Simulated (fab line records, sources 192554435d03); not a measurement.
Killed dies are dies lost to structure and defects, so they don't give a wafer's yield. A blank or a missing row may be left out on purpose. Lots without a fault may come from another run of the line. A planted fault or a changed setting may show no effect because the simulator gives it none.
fab line records | flow n5_finfet
record lots=7 wafers=39
route steps=1938 shown BEOL_M0_SAQP@638 BEOL_M1@754
start_h: hours from the record's first day to the start of the lot's first wafer shown | wait_h: hours since the lot's step before | " the same as in the row above | L1.1+2: a row that stands for several wafers | - no value, or no start given | * or withheld: withheld | < > ~ a bound
route shown NAME@n: a module of which the file shows steps, and the number in the route of the first | usual: mean/standard deviation of fault-free wafers | same: alike in all rows | chamber/n: place in a boat | sites: the reading at each site | _std_site: their standard deviation | _edge_site: outer sites' mean less inner sites' | radius_mm: how far each site lies from the wafer's centre | mask NAME#n: copy n | behind: the tool/chamber that last shaped the wafer | hold: why the lot was held/for how many hours/how that ended | device: the transistor (n, p or np) that didn't switch | end of line: the same wafers' tests at the end of the route | a step without rows: its recipe alone | killed: dies lost to structure and defects at the first sort, not the wafer's yield | map: a wafer's dies, x killed, . not, _ none there
set.NAME: the setting as run; set.NAME@STEP: as run at that earlier step | model.NAME: the simulator's own value behind a step, which no gauge read
lots whose settings were changed on purpose; a table a step, a row a wafer
## steps
# step N5_BEOL_M0_SAQP_PECVD_04
# recipe material=a-Si target_thk_a=600 temp_c=350 precursor=SiH4/He pressure_torr=3 rf_w=100 time_s=60.2
# columns lot.wafer tool chamber start_h wait_h set.time_s model.a-Si_of_BEOL_M0_SAQP_PECVD_04.thk_nm
L074.1 pecvd-04 0 109.01 0.0 60.2 58.8
L074.2 " 1 " " 60.2 59.6
L074.3 " 2 " " 60.2 59
L074.4 " 1 " " 94.73 94.8
L074.5 " 2 " " 94.73 95.6
L074.6 " 0 " " 94.73 94.6
L076.1+2 pecvd-04 0,1 121.01 0.0 60.2 59.2
L076.3+4 " 2,1 " " 60.2 60.6
L076.5 " 0 " " 60.2 60.2
L076.6 " 2 " " 60.2 60.4
L077.1 pecvd-01 0 124.42 0.0 60.2 59.4
L077.2 " 2 " " 36.65 36.4
L077.3 " 1 " " 60.2 59
L077.4 " 2 " " 36.65 37
L077.5 " 0 " " 36.65 36.8
L077.6 " 1 " " 60.2 59.8
L090.1 pecvd-04 2 205.64 0.0 39.51 38.6
L090.2 " 1 " " 60.2 58
L090.3 " 0 " " 60.2 58.4
L090.4 " 1 " " 39.51 38.8
L090.5 " 2 " " 60.2 60.4
L090.6 " 0 " " 39.51 39
L091.1 pecvd-02 2 211.40 0.0 60.2 59.4
L091.2 " 0 " " 60.2 58.8
L091.4 " 2 " " 60.2 60.8
L092.1 pecvd-04 0 215.40 0.0 89.41 87.6
L092.2 " 2 " " 89.41 89
L092.3 " 1 " " 60.2 59.4
L092.4 " 1 " " 60.2 59.8
L092.5 " 2 " " 89.41 90.8
L092.6 " 0 " " 60.2 60.6
L096.1 pecvd-01 0 239.12 0.0 91.53 91.8
L096.2 " 1 " " 91.53 90.2
L096.3 " 2 " " 91.53 89.6
L096.4+6 " 0,2 " " 60.2 61.2
L096.5 " 1 " " 60.2 60.2
# step N5_BEOL_M0_SAQP_THK_MEAS_05
# usual thk_nm=59.7/0.76
# columns lot.wafer tool chamber start_h wait_h set.time_s@BEOL_M0_SAQP_PECVD_04 thk_nm
L074.1 film_metro-02 - 109.11 0.1 60.2 58.9
L074.2 " - " " 60.2 59.5
L074.3 " - " " 60.2 59.0
L074.4 " - " " 94.73 94.9
L074.5 " - " " 94.73 95.7
L074.6 " - " " 94.73 94.5
L076.1 film_metro-02 - 121.10 0.1 60.2 59.2
L076.2 " - " " 60.2 59.1
L076.3 " - " " 60.2 60.7
L076.4 " - " " 60.2 60.6
L076.5 " - " " 60.2 60.2
L076.6 " - " " 60.2 60.5
L077.1 film_metro-02 - 124.52 0.1 60.2 59.4
L077.2 " - " " 36.65 36.3
L077.3 " - " " 60.2 59.0
L077.4 " - " " 36.65 37.0
L077.5 " - " " 36.65 36.7
L077.6 " - " " 60.2 59.9
L090.1 film_metro-02 - 205.73 0.1 39.51 38.7
L090.2 " - " " 60.2 58.1
L090.3 " - " " 60.2 58.5
L090.4 " - " " 39.51 38.7
L090.5 " - " " 60.2 60.4
L090.6 " - " " 39.51 39.1
L091.1 film_metro-01 - 211.50 0.1 60.2 59.4
L091.2 " - " " 60.2 58.8
L091.4 " - " " 60.2 60.9
L092.1 film_metro-01 - 215.51 0.1 89.41 87.5
L092.2 " - " " 89.41 88.9
L092.3 " - " " 60.2 59.5
L092.4 " - " " 60.2 59.9
L092.5 " - " " 89.41 90.8
L092.6 " - " " 60.2 60.5
L096.1 film_metro-01 - 239.21 0.1 91.53 91.7
L096.2 " - " " 91.53 90.3
L096.3 " - " " 91.53 89.7
L096.4 " - " " 60.2 61.3
L096.5 " - " " 60.2 60.2
L096.6 " - " " 60.2 61.2
# step N5_BEOL_M0_SAQP_HM_DEP_111
# recipe material=SiO2 target_thk_a=120 temp_c=400 precursor=SiH4/N2O pressure_torr=0.75 rf_w=275 time_s=7.2
# step N5_BEOL_M0_SAQP_COAT_81
# recipe resist=SOC temp_c=250 time_s=60 spin_rpm=1500 resist_thk_nm=100
# step N5_BEOL_M0_SAQP_HM_OPEN_112
# recipe chemistry=CHF3/O2 target=SiO2 stop_on=a-Si target_depth_a=120 over_etch_frac=1.25 mask_material=SOC time_s=13.5 pressure_mtorr=30 source_w=650 bias_w=170 Ar_flow_sccm=200 CHF3_flow_sccm=50 O2_flow_sccm=5 ion_energy_ev=200 ends=end_point
# step N5_BEOL_M0_SAQP_STRIP_113
# recipe chemistry=CHF3/O2 resist=SiARC rf_frequency_hz=6e+07
# step N5_BEOL_M0_SAQP_MANDREL_ETCH_20
# recipe target_depth_a=600 chemistry=HBr/Cl2 target=a-Si stop_on=SiNx bt_time_s=10 mask_material=SOC over_etch_frac=0.5 time_s=30 pressure_mtorr=10 icp_w=800 bias_w=75 HBr_flow_sccm=150 Cl2_flow_sccm=80 ends=end_point
# usual oes_product_au=0.772/0.011
# columns lot.wafer tool chamber start_h wait_h set.time_s@BEOL_M0_SAQP_PECVD_04 oes_product_au model.etch.depth_nm
L074.1 rie_si-03 2 109.86 0.0 60.2 0.766 58.87
L074.2 " 1 " " 60.2 0.781 59.57
L074.3 " 0 " " 60.2 0.753 58.97
L074.4 " 3 " " 94.73 0.972 89.35
L074.5 " 2 " " 94.73 1.026 93.8
L074.6 " 1 " " 94.73 1.018 92.44
L076.1 rie_si-06 1 122.09 0.0 60.2 0.771 59.24
L076.2 " 0 " " 60.2 0.762 59.16
L076.3 " 2 " " 60.2 0.774 60.61
L076.4 " 3 " " 60.2 0.775 60.59
L076.5 " 1 " " 60.2 0.777 60.18
L076.6 " 0 " " 60.2 0.780 60.47
L077.1 rie_si-06 0 125.37 0.0 60.2 0.766 59.32
L077.2 " 2 " " 36.65 0.593 36.31
L077.3 " 1 " " 60.2 0.767 58.99
L077.4 " 3 " " 36.65 0.601 36.98
L077.5 " 2 " " 36.65 0.594 36.7
L077.6 " 1 " " 60.2 0.772 59.85
L090.1 rie_si-02 1 207.17 0.0 39.51 0.619 38.64
L090.2 " 2 " " 60.2 0.773 58.1
L090.3 " 3 " " 60.2 0.754 58.41
L090.4 " 0 " " 39.51 0.625 38.79
L090.5 " 0 " " 60.2 0.807 60.43
L090.6 " 3 " " 39.51 0.615 39.06
L091.1 rie_si-02 2 212.51 0.0 60.2 0.781 59.43
L091.2 " 1 " " 60.2 0.761 58.83
L091.4 " 0 " " 60.2 0.794 60.89
L092.1 rie_si-03 1 216.54 0.0 89.41 0.981 87.5
L092.2 " 2 " " 89.41 0.981 88.91
L092.3 " 3 " " 60.2 0.755 59.48
L092.4 " 2 " " 60.2 0.771 59.86
L092.5 " 1 " " 89.41 1.009 90.75
L092.6 " 3 " " 60.2 0.776 60.53
L096.1 rie_si-02 3 240.12 0.0 91.53 0.986 91.1
L096.2 " 1 " " 91.53 0.995 90.3
L096.3 " 0 " " 91.53 1.013 88.98
L096.4 " 2 " " 60.2 0.797 61.27
L096.5 " 3 " " 60.2 0.772 60.21
L096.6 " 2 " " 60.2 0.791 61.15
# step N5_BEOL_M0_SAQP_STRIP_86
# recipe chemistry=N2/H2 power_w=500 temp_c=40 pressure_mtorr=50 rf_frequency_hz=6e+07 overash_fraction=0.3 bias_power_w=28 h2_frac=0.5 n2_flow_sccm=300 h2_flow_sccm=300
# step N5_BEOL_M0_SAQP_STRIP_115
# recipe chemistry=post_etch_residue_remover time_s=60 temp_c=25 remover_ph=withheld remover_water_wt_pct=withheld remover_fluoride_wt_pct=withheld
# step N5_BEOL_M0_SAQP_RECESS_114
# recipe chemistry=HF/NH3 target=SiO2 target_depth_a=144 afs_cycles=3 temp_c=30 sublimation_temp_c=180 sublimation_time_s=60
# step N5_BEOL_M0_SAQP_SPACER1_ALD_98
# recipe material=SiO2 target_thk_a=128 temp_c=300 ald_precursor_family=BDEAS ald_co_reactant=O2-plasma pulse_time_s=1 purge_time_s=2 co_reactant_purge_time_s=2 ald_cycles=138 pressure_torr=2
# step N5_BEOL_M0_SAQP_SPACER1_ETCHBACK_99
# recipe chemistry=CHF3/O2 mode=anisotropic_etchback target=SiO2 target_depth_a=154 time_s=7.7 pressure_mtorr=30 source_w=650 bias_w=170 Ar_flow_sccm=200 CHF3_flow_sccm=50 O2_flow_sccm=5 ion_energy_ev=200
# columns lot.wafer tool chamber start_h wait_h set.time_s@BEOL_M0_SAQP_PECVD_04 model.a-Si_of_BEOL_M0_SAQP_PECVD_04.thk_nm
L074.1 rie_diel-05 0 112.02 0.3 60.2 58.2
L074.2 " 3 " " 60.2 59
L074.3 " 1 " " 60.2 58.4
L074.4 " 3 " " 94.73 94.2
L074.5 " 0 " " 94.73 95
L074.6 " 1 " " 94.73 93.8
L076.1+2 rie_diel-04 2,1 123.20 0.3 60.2 58.6
L076.3+4 " 0,3 " " 60.2 60
L076.5 " 2 " " 60.2 59.6
L076.6 " 3 " " 60.2 59.8
L077.1 rie_diel-05 1 126.46 0.3 60.2 58.6
L077.2 " 3 " " 36.65 35.6
L077.3 " 0 " " 60.2 58.4
L077.4 " 1 " " 36.65 36.4
L077.5 " 0 " " 36.65 36
L077.6 " 3 " " 60.2 59.2
L090.1 rie_diel-05 3 208.50 0.5 39.51 38
L090.2 " 0 " " 60.2 57.4
L090.3 " 2 " " 60.2 57.8
L090.4 " 1 " " 39.51 38.2
L090.5 " 1 " " 60.2 59.8
L090.6 " 2 " " 39.51 38.4
L091.1 rie_diel-05 3 213.63 0.3 60.2 58.8
L091.2 " 0 " " 60.2 58.2
L091.4 " 1 " " 60.2 60.2
L092.1 rie_diel-04 0 217.63 0.3 89.41 86.8
L092.2 " 3 " " 89.41 88.4
L092.3 " 1 " " 60.2 58.8
L092.4 " 1 " " 60.2 59.2
L092.5 " 0 " " 89.41 90.2
L092.6 " 3 " " 60.2 60
L096.1 rie_diel-05 3 241.43 0.3 91.53 91
L096.2 " 1 " " 91.53 89.6
L096.3 " 0 " " 91.53 89
L096.4+6 " 2,1 " " 60.2 60.6
L096.5 " 2 " " 60.2 59.6
# step N5_BEOL_M1_HM_DEP_02
# recipe material=TiN target_thk_a=200 temp_c=25 chamber_pressure_pa=0.49996
# columns lot.wafer tool chamber start_h wait_h set.target_thk_a model.TiN_of_BEOL_M1_HM_DEP_02.thk_nm
L074.1+5 pvd_sputter-03 - 124.30 0.9 200 19.6
L074.2+6 " - " " 165.1 16.4
L074.3 " - " " 200 20
L074.4 " - " " 165.1 16
L076.1 pvd_sputter-03 - 135.25 2.1 123.8 12.4
L076.2 " - " " 123.8 12.8
L076.3 " - " " 123.8 12.6
L076.4+5 " - " " 200 20.2
L076.6 " - " " 200 20.4
L077.1+2 pvd_sputter-02 - 139.13 2.6 285.1 28.6
L077.3 " - " " 200 19.8
L077.4 " - " " 200 20
L077.5 " - " " 285.1 28.8
L077.6 " - " " 200 20.2
L090.1 pvd_sputter-01 - 219.97 0.8 289.9 29
L090.2 " - " " 200 19.6
L090.3 " - " " 289.9 28.6
L090.4 " - " " 289.9 28.8
L090.5 " - " " 200 20
L090.6 " - " " 200 20.2
L091.1 pvd_sputter-02 - 226.35 1.9 200 20.2
L091.2+4 " - " " 200 20
L092.1 pvd_sputter-02 - 226.71 0.5 200 21
L092.2+4+6 " - " " 250.5 25.6
L092.3 " - " " 200 20.2
L092.5 " - " " 200 20.6
L096.1 pvd_sputter-03 - 254.05 1.9 200 20.4
L096.2+6 " - " " 200 20
L096.3+5 " - " " 80.38 8.6
L096.4 " - " " 80.38 8.4
# step N5_BEOL_M1_COAT_61
# recipe resist=SOC temp_c=250 time_s=60 spin_rpm=1500 resist_thk_nm=60
# step N5_BEOL_M1_COAT_62
# recipe resist=SiARC temp_c=220 time_s=60 spin_rpm=1500 resist_thk_nm=12
# step N5_BEOL_M1_STRIP_75
# recipe chemistry=N2/H2 temp_c=40 n2_flow_sccm=200 h2_flow_sccm=200 rf_frequency_hz=6e+07
# step N5_BEOL_M1_STRIP_66
# recipe chemistry=CF4 resist=SiARC power_w=300 bias_power_w=75 pressure_mtorr=50 cf4_flow_sccm=150 rf_frequency_hz=6e+07
# step N5_BEOL_M1_HM_OPEN_17
# recipe chemistry=Cl2/BCl3 target_depth_a=200 overetch_a=60 target=TiN mask_material=SOC ion_energy_ev=150 pressure_mtorr=10 icp_w=1000 bias_w=126 Cl2_flow_sccm=53.25 bcl3_flow_sccm=21.75 Ar_flow_sccm=25
# columns lot.wafer tool chamber start_h wait_h set.target_thk_a@BEOL_M1_HM_DEP_02 model.etch.depth_nm
L074.1 rie_metal-01 0 125.11 0.0 200 19.59
L074.2 " 1 " " 165.1 16.46
L074.3 " 0 " " 200 20.03
L074.4 " 1 " " 165.1 16.09
L074.5 " 0 " " 200 19.63
L074.6 " 1 " " 165.1 16.35
L076.1 rie_metal-03 0 136.49 0.0 123.8 12.35
L076.2 " 1 " " 123.8 12.73
L076.3 " 0 " " 123.8 12.64
L076.4 " 1 " " 200 20.22
L076.5 " 0 " " 200 20.16
L076.6 " 1 " " 200 20.33
L077.1 rie_metal-03 0 139.91 0.0 285.1 25.87
L077.2 " 1 " " 285.1 25.32
L077.3 " 0 " " 200 19.88
L077.4 " 1 " " 200 20.04
L077.5 " 1 " " 285.1 25.54
L077.6 " 0 " " 200 20.23
L090.1 rie_metal-01 0 221.01 0.0 289.9 25.61
L090.2 " 1 " " 200 19.5
L090.3 " 1 " " 289.9 25.91
L090.4 " 0 " " 289.9 25.49
L090.5 " 0 " " 200 19.95
L090.6 " 1 " " 200 20.14
L091.1 rie_metal-01 0 227.68 0.0 200 20.22
L091.2+4 " 1 " " 200 20.09
L092.1 rie_metal-03 1 228.10 0.0 200 20.93
L092.2 " 0 " " 250.5 25.67
L092.3 " 1 " " 200 20.27
L092.4 " 0 " " 250.5 25.56
L092.5 " 0 " " 200 20.64
L092.6 " 1 " " 250.5 25.45
L096.1 rie_metal-02 1 255.02 0.0 200 20.33
L096.2 " 0 " " 200 20.08
L096.3 " 1 " " 80.38 8.517
L096.4 " 0 " " 80.38 8.323
L096.5 " 0 " " 80.38 8.629
L096.6 " 1 " " 200 20
## key
split step=N5_BEOL_M0_SAQP_PECVD_04 setting=time_s stated=60.2 by=wafer
response step=N5_BEOL_M0_SAQP_PECVD_04 reading=model.a-Si_of_BEOL_M0_SAQP_PECVD_04.thk_nm change=+0.596 per=1% r=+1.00
response step=N5_BEOL_M0_SAQP_THK_MEAS_05 reading=thk_nm change=* per=1% r=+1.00
response step=N5_BEOL_M0_SAQP_MANDREL_ETCH_20 reading=oes_product_au change=+0.00431 per=1% r=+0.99
response step=N5_BEOL_M0_SAQP_MANDREL_ETCH_20 reading=model.etch.depth_nm change=+0.578 per=1% r=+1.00
response step=N5_BEOL_M0_SAQP_SPACER1_ETCHBACK_99 reading=model.a-Si_of_BEOL_M0_SAQP_PECVD_04.thk_nm change=+0.595 per=1% r=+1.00
split step=N5_BEOL_M1_HM_DEP_02 setting=target_thk_a stated=200 by=wafer
response step=N5_BEOL_M1_HM_DEP_02 reading=model.TiN_of_BEOL_M1_HM_DEP_02.thk_nm change=+0.198 per=1% r=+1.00
response step=N5_BEOL_M1_HM_OPEN_17 reading=model.etch.depth_nm change=+0.17 per=1% r=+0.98
